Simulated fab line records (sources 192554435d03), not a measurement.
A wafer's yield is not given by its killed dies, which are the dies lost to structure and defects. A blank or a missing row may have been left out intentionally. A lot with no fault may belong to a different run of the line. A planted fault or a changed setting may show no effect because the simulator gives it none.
Lot-split experiment	flow n5Finfet	route with 1938 steps; 7 lots, 21 wafers read

## THE SPLIT ITSELF
At N5_BEOL_M7_ETCH_62 (etches SOC in N2/H2, target depth 110 nm, overetch 22 nm, time 165 s), the setting sourceW was moved away from the recipe's 840 W on 8 of the 21 wafers read, by -14.6% to +14.8%. This setting was run at the recipe's value on the other wafers.

Reading taken at the split's own step.

## THE READING
rfVppV, in V, at N5_BEOL_M7_ETCH_62 (etches SOC in N2/H2, target depth 110 nm, overetch 22 nm, time 165 s). A value of 524.4 V with a standard deviation of 2 V is what fault-free wafers of this fab line usually give.

wafer	tool, chamber at the split	sourceW as run, W	against the recipe	rfVppV, V	against lot-mates on the recipe
L079.1	rieDiel-06, 1	840	recipe	526.7	-
L079.3	rieDiel-06, 3	840	recipe	523.5	-
L079.5	rieDiel-06, 0	840	recipe	526.9	-
L078.1	rieDiel-05, 0	840	recipe	526.7	-
L078.5	rieDiel-05, 1	840	recipe	520.5	-
L078.6	rieDiel-05, 0	944.6	+12.5%	504.1	-19.5
L085.1	rieDiel-03, 1	840	recipe	527.0	-
L085.5	rieDiel-03, 0	964.7	+14.8%	498.2	-27.6
L085.6	rieDiel-03, 3	840	recipe	524.5	-
L087.1	rieDiel-05, 0	759	-9.6%	542.3	+19.2
L087.5	rieDiel-05, 2	840	recipe	523.1	-
L087.6	rieDiel-05, 1	759	-9.6%	539.9	+16.8
L090.2	rieDiel-05, 1	943.7	+12.3%	501.3	no lot-mate on the recipe
L090.4	rieDiel-05, 2	943.7	+12.3%	503.3	no lot-mate on the recipe
L090.5	rieDiel-05, 2	943.7	+12.3%	506.0	no lot-mate on the recipe
L092.2	rieDiel-05, 0	840	recipe	526.0	-
L092.5	rieDiel-05, 1	840	recipe	522.1	-
L092.6	rieDiel-05, 3	840	recipe	523.3	-
L096.1	rieDiel-05, 3	717.2	-14.6%	550.8	+27.3
L096.3	rieDiel-05, 2	840	recipe	524.3	-
L096.4	rieDiel-05, 1	840	recipe	522.6	-

FIT RESULTS
A straight line over all 21 wafers: rfVppV changes by -1.73 V for each +1% of sourceW; r = -0.99; the points scatter about the line by 1.9 V.
The same after taking each lot's own level away (the mean of its wafers on the recipe; 18 wafers): -1.8 V for each +1%; r = -0.99; scatter 1.8 V.
The reading moves by 27 V for the largest change in sourceW, on that fit.
Measured against the standard deviation above, the lots' own levels, which go from 523.10 to 525.75 V, span 1.3 times it.
Consequently the slope shifts little with the lot-to-lot level, the two slopes agreeing.
Check: -25.9 V against its lot-mates is what the line predicts for one of the wafers moved furthest among these (+14.8%) when that wafer is left out of the fit. It came out at -27.6 V against them.
Tool readings at the split's step, against how far the setting was moved: rfVppV r = -0.99.

## ADDITIONAL SPLITS CARRIED BY THESE WAFERS
These wafers also went through other splits before the reading. Each is held against what the fit with the lots' levels taken away leaves over:
other split on the same wafers	wafers away from the commonest value	r with rfVppV (lot level and that fit taken away)
N5_BEOL_M4_COAT_05 spinRpm	8	-0.25
N5_BEOL_M5_VIA_ETCH_34 sourceW	10	+0.04
N5_BEOL_M5_DEP_56 timeS	8	+0.08
N5_BEOL_M6_HM_DEP_02 targetThkA	12	+0.15
N5_BEOL_M7_EXPOSE_08 doseMj	5	+0.31

## THE FILE'S OWN FIT
rfVppV changes by -1.8 V for each +1% of sourceW, r = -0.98.
